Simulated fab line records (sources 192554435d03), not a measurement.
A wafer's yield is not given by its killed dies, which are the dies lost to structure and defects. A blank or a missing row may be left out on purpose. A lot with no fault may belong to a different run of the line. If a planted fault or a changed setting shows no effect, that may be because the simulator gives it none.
Comparing a struck lot with a sound one || flow n5-finfet || 38 out of 1938 route steps
Sound: these wafers, L814.3, L814.4, L814.6. Wafers struck: L822.2, L822.3, L822.5. At the end, the cause is stated.
Order at every step that has rows: each side's tool, ch and its chambers, its first start. Under that, the readings that differ: sound wafers || struck wafers || difference of the means || sigmas: that difference in standard deviations of wafers without a fault.
alike: same words and numbers on both sides, and readings whose means sit less than 2 such deviations apart. not compared: any withheld reading, any reading some wafer has no value for, any bound like >300 that may hide the same value, and any number with overlapping values for which the record gives no deviation.
A row with sigmas, a row that says differs or no value, or rows on one side alone: a step with any of these is where the two part. Numbers that don't overlap but have no deviation are shown without sigmas and don't part them. Lack of a reading on every wafer of one side parts them only where that side has two or more wafers.

first, 9 steps without rows for these wafers: N5_BEOL_M10_PEB_26 (peb time 60 s); N5_BEOL_M10_DEVELOP_27 (develop time 30 s); N5_BEOL_M10_DESCUM_33 (chemistry O2, time 7.9 s); N5_BEOL_M10_ETCH_65 (etches SiARC in CF4, target depth 39 nm, time 65 s); N5_BEOL_M10_ETCH_66 (etches SOC in N2/H2, target depth 120 nm, overetch 24 nm, time 180 s); N5_BEOL_M10_STRIP_69 (strips in N2/H2); N5_BEOL_M10_VIA_ETCH_34 (etches SiCOH lowk in C4F6/O2, target depth 184.5 nm, time 69.2 s); N5_BEOL_M10_STRIP_73 (strips in C4F6/O2); N5_BEOL_M10_STRIP_36 (strips in N2/H2).
N5_BEOL_M10_TRENCH_ETCH_37: etches SiCOH lowk in C4F6/O2, target depth 148.83 nm, time 48 s.
  sound on rie-diel-05 ch 1,3, day 13 06:42; struck on rie-diel-06 ch 1,3, day 15 00:30
{"reading": "run-length-s (s)", "sound": "71.4 71.3 72.1", "struck": "60.2 60.4 59.9", "difference": -11.4, "sigmas": -24}
{"reading": "time-s (s)", "sound": "48 48 48", "struck": "33.6 33.6 33.6", "difference": -14.4, "sigmas": ""}
{"reading": "model.etch.depth-nm (nm)", "sound": "148.7 149.6 148.4", "struck": "106.9 108.5 107.5", "difference": -41.3, "sigmas": ""}
{"reading": "model.BEOL_M10.feature-depth-nm (nm)", "sound": "148.8 149.6 148.4", "struck": "107 108.4 107.6", "difference": -41, "sigmas": ""}
{"reading": "model.TiN_of_BEOL_M10_HM_DEP_02.thk-nm (nm)", "sound": "16 16.4 16", "struck": "17.2 17.4 17.2", "difference": "+1.1", "sigmas": ""}
  alike: drypump-motor-current-A, oes-product-au, rf-vpp-V, showerhead-plenum-p-Torr, throttle-valve-pct
  not compared: rf-hours-counter-h
then, 2 steps without rows for these wafers: N5_BEOL_M10_ETCH_41 (etches SiCN in CH3F/O2, target depth 42.6 nm, time 86 s); N5_BEOL_M10_STRIP_77 (strips in N2/H2, time 10 s).
N5_BEOL_M10_OCD_MEAS_38:
  sound: ocd-01 at day 13 06:53; struck: ocd-01 at day 15 00:41
{"reading": "trench-depth-nm (nm)", "sound": "149 149 148", "struck": "107 108 107", "difference": -41, "sigmas": -12}
then, 13 steps without rows for these wafers: N5_BEOL_M10_HM_STRIP_39 (strips TiN in peroxide tin strip, target depth 25 nm, time 158 s); N5_BEOL_M10_SRD_40 (time 30 s); N5_BEOL_M10_PRECLEAN_42 (cleans in residue remover, time 60 s); N5_BEOL_M10_SRD_43 (time 30 s); N5_BEOL_M10_CURE_72 (cures SiCOH lowk, time 120 s); N5_BEOL_M10_DEGAS_44 (time 60 s); N5_BEOL_M10_PRE_CLEAN_45 (time 30 s); N5_BEOL_M10_ALD_74 (deposits TaN, target thk 2 nm, pulse time 2 s, purge time 3 s); N5_BEOL_M10_SURFACE_TREAT_76; N5_BEOL_M10_CVD_75 (deposits Co from CCTBA/H2, target thk 2 nm, time 138.9 s); N5_BEOL_M10_SPUTTER_48 (material Cu, target thk 12 nm, time 2 s); N5_BEOL_M10_ECD_50 (material Cu, target thk 318 nm); N5_BEOL_M10_ANNEAL_51 (time 90 s).
N5_BEOL_M10_CMP_52: polishes, stops on SiCOH lowk, t overpolish 7 s, target thk 140 nm.
  sound on cmp-04 ch 0,1,2, day 13 10:31; struck on cmp-04 ch 1,2, day 15 04:09
{"reading": "model.Cu_of_BEOL_M10_ECD_50.thk-nm (nm)", "sound": "141.2 143 141.8", "struck": "98.8 101.4 100", "difference": -41.9, "sigmas": ""}
  alike: edge-zone-pressure-frac, head-pressure-psi, motor-current-A
N5_BEOL_M10_THK_MEAS_53: measures by xrf.
  sound: film-metro-01 at day 13 10:49; struck: film-metro-01 at day 15 04:27
{"reading": "M10_THK (nm)", "sound": "143 146 145", "struck": "100 103 102", "difference": -43, "sigmas": -10}
then, 2 steps without rows for these wafers: N5_BEOL_M10_PRE_CLEAN_55 (time 15 s); N5_BEOL_M10_DEP_56 (deposits SiCN from 3MS/NH3, target thk 15 nm, time 26.5 s).
N5_BEOL_M10_RS_MEAS_57: measures by four-point-probe.
  sound: film-metro-02 at day 13 10:56; struck: film-metro-02 at day 15 04:35
{"reading": "M10_RS (ohm/sq)", "sound": "0.150 0.148 0.149", "struck": "0.224 0.217 0.220", "difference": "+0.071", "sigmas": "+15"}
then, 5 steps without rows for these wafers: N5_BEOL_M11_ILD_DEP_00 (deposits SiCOH lowk from DEMS/porogen, target thk 308.51 nm, time 58 s); N5_BEOL_M11_CURE_71 (cures SiCOH lowk, time 240 s); N5_BEOL_M11_PECVD_70 (deposits SiO2 from TEOS/O2, target thk 20 nm, time 22.7 s); N5_BEOL_M11_HM_DEP_02 (deposits TiN, target thk 20 nm); N5_BEOL_M11_COAT_59 (time 60 s, resist thk 100 nm).
N5_BEOL_M15_RC_MEAS_101:
  sound on prober-01 ch 0, day 14 20:39; struck on prober-02 ch 0, day 16 19:42
{"reading": "COMB_M5 (S/m)", "sound": "5.8e-11 4.6e-11 4.3e-11", "struck": "2.3e-11 3.4e-11 3.3e-11", "difference": -1.9e-11, "sigmas": -2}
{"reading": "SERP_M10 (ohm/um)", "sound": "3.11 3.05 3.07", "struck": "4.40 4.37 4.52", "difference": "+1.35", "sigmas": "+12"}
{"reading": "SERP_M10_max_site (ohm/um)", "sound": "3.18 3.12 3.21", "struck": "4.58 4.57 4.65", "difference": "+1.43", "sigmas": "+12"}
{"reading": "SERP_M11 (ohm/um)", "sound": "3.09 3.17 3.35", "struck": "2.96 2.96 2.96", "difference": -0.24, "sigmas": -3}
  alike: COMB_M11, COMB_M12, COMB_M13, COMB_M14, COMB_M15, COMB_M5_max_site, COMB_M6, COMB_M7, COMB_M8, COMB_M8_max_site, COMB_M9, SERP_M12, SERP_M13, SERP_M14, SERP_M5, SERP_M6, SERP_M7, SERP_M8, SERP_M9, SERP_M9_max_site
N5_PASSIVATION_PROBE_49:
  sound: prober-02 at day 15 13:16; struck: prober-02 at day 17 07:52
  alike: defect-limited-yield, killed_at_M0_to_M3, killed_at_M4_up, killed-at-contacts, killed-at-front-end, killed-at-other, killed-dies, killed-on-rim, killed-open, killed-short, sort_bin_5_function, sort_bin_6_memory, sort_bin_8_speed, sort-n-pass

## WHERE THEY PART
Last at N5_BEOL_M15_RC_MEAS_101 as far as this record goes, first at N5_BEOL_M10_TRENCH_ETCH_37. Later steps at which nothing parts them and some readings are alike: N5_PASSIVATION_PROBE_49.

WHY: the cause the simulator had injected
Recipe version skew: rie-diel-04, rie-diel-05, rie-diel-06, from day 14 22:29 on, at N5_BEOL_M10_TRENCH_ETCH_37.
